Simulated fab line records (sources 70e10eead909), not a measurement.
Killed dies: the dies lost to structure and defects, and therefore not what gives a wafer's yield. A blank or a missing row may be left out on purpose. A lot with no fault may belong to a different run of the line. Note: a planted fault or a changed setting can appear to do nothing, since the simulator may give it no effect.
Comparing a struck lot with a sound one || flow nandHarc || 26 steps out of a route of 1159
Sound: these wafers, L738.3, L738.4, L738.5. The struck wafers were L750.2, L750.5, L750.6. The cause is given at the end.
Order at every step that has rows: each side's tool, ch and its chambers, its first start. Under that, the readings that differ: sound wafers || struck wafers || difference of the means || sigmas: that difference in standard deviations of wafers without a fault.
alike: same words and numbers on both sides, and readings whose means sit less than 2 such deviations apart. not compared: any withheld reading, any reading some wafer has no value for, any bound like >300 that may hide the same value, and any number with overlapping values for which the record gives no deviation.
The two part at a step that has a row with sigmas, a row that says differs or no value, or rows on one side only. Non-overlapping numbers with no deviation appear without sigmas and do not part them. Lack of a reading on every wafer of one side parts them only where that side has two or more wafers.

first, 6 steps without rows for these wafers: NHARC_A_ONON_D1_DEP_00 (target thk 1000 nm); NHARC_A_ONON_D1_DEP_03 (target thk 1000 nm); NHARC_A_ONON_D1_DEP_06 (target thk 1000 nm); NHARC_A_ONON_D1_DEP_09 (target thk 1000 nm); NHARC_A_ONON_D1_DEP_12 (target thk 1000 nm); NHARC_A_ONON_D1_ANNEAL_15 (time 3600 s).
NHARC_A_ONON_D1_DEP_16: target thk 1000 nm.
  sound on pecvdOnon-02 ch 0, day 9 11:43; struck on pecvdOnon-02 ch 0, day 12 10:13
  alike: sih4FlowSccm, susceptorTempC
then, 18 steps without rows for these wafers: NHARC_A_ONON_D1_DEP_19 (target thk 1000 nm); NHARC_A_ONON_D1_DEP_22 (target thk 1000 nm); NHARC_A_ONON_D1_DEP_25 (target thk 1000 nm); NHARC_A_ONON_D1_DEP_28 (target thk 1000 nm); NHARC_A_ONON_D1_DEP_33 (deposits SiO2, target thk 200 nm); NHARC_A_CHANNEL_HOLE_D1_DEP_00 (deposits aC, target thk 3100 nm); NHARC_A_CHANNEL_HOLE_D1_DEP_01 (deposits SiON, target thk 140 nm); NHARC_A_CHANNEL_HOLE_D1_DEHYDRATE_02 (time 120 s); NHARC_A_CHANNEL_HOLE_D1_HMDS_03 (time 30 s); NHARC_A_CHANNEL_HOLE_D1_COAT_36 (time 75 s); NHARC_A_CHANNEL_HOLE_D1_COAT_37 (time 65 s); NHARC_A_CHANNEL_HOLE_D1_COAT_04 (resist thk 90 nm); NHARC_A_CHANNEL_HOLE_D1_SOFTBAKE_05 (time 55 s); NHARC_A_CHANNEL_HOLE_D1_EBR_06; NHARC_A_CHANNEL_HOLE_D1_EXPOSE_07 (exposes mask HOLE D1, target cd 100 nm); NHARC_A_CHANNEL_HOLE_D1_PEB_08 (peb time 65 s); NHARC_A_CHANNEL_HOLE_D1_DEVELOP_09 (develop time 35 s); NHARC_A_CHANNEL_HOLE_D1_DESCUM_15 (chemistry O2, time 3 s).
-- the record jumps here: 12 days lie between the struck wafers' starts before and after (it left off in module A_CHANNEL_HOLE_D1 and takes up again in module END, whose first step shown is number 1159 of the route) --
NHARC_END_SORT_01:
  at this point the record logs the struck wafers (prober-02 ch 0, day 24 12:18) and has no rows for the sound ones

## WHERE THEY PART
Within this record, at NHARC_END_SORT_01 only.

WHY: what the simulator had put in
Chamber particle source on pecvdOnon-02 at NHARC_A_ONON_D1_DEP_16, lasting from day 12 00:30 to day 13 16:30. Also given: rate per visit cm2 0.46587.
